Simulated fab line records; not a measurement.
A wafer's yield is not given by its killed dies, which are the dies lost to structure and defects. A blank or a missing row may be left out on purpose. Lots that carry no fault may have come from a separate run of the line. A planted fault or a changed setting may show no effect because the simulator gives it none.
Chamber matching + flow n5Finfet + N5_MOL_CONTACT_COAG_ETCH_65 on rieDiel-05 has 3 sister chambers
The step etches underlayer in N2/H2, target depth 13 nm, time 10.4 s. 3 wafers are shown with their chamber, then 5 later ones without.

== WAFERS WITH THEIR CHAMBER ==
| wafer  | chamber | throttleValvePct (%) |
|--------|---------|----------------------|
| L079.6 | 3       | 18.22                |
| L083.3 | 0       | 17.52                |
| L083.5 | 2       | 18.00                |

== WAFERS WITHOUT THEIR CHAMBER ==
| wafer  | throttleValvePct (%) |
|--------|----------------------|
| L091.4 | 18.03                |
| L093.1 | 17.56                |
| L093.2 | 17.83                |
| L097.5 | 17.84                |
| L097.6 | 17.58                |

== EACH ONE'S CHAMBER ==
| wafer  | from the rows above          | in truth |
|--------|------------------------------|----------|
| L091.4 | can't be placed: 2 or 3      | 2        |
| L093.1 | 0                            | 0        |
| L093.2 | can't be placed: 2 or 0 or 3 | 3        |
| L097.5 | can't be placed: 2 or 0 or 3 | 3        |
| L097.6 | 0                            | 0        |
2 of 5 placed correctly. Not placeable from these rows: 3 (in 3, the candidates include the true chamber). Number placed wrongly: 0.
How it was worked out, from the rows above alone: a wafer's distance from a chamber is the root of the sum, over the readings, of the square of ((its reading less the chamber's mean) divided by the reading's scatter). The wafer belongs to the nearest chamber; if the next one is less than 2 further off, it can't be placed. Each chamber's mean is taken over the wafers shown for it. The scatter (one wafer shown for each chamber): square how far every hidden wafer sits from the nearest shown wafer, average those squares and take the square root.
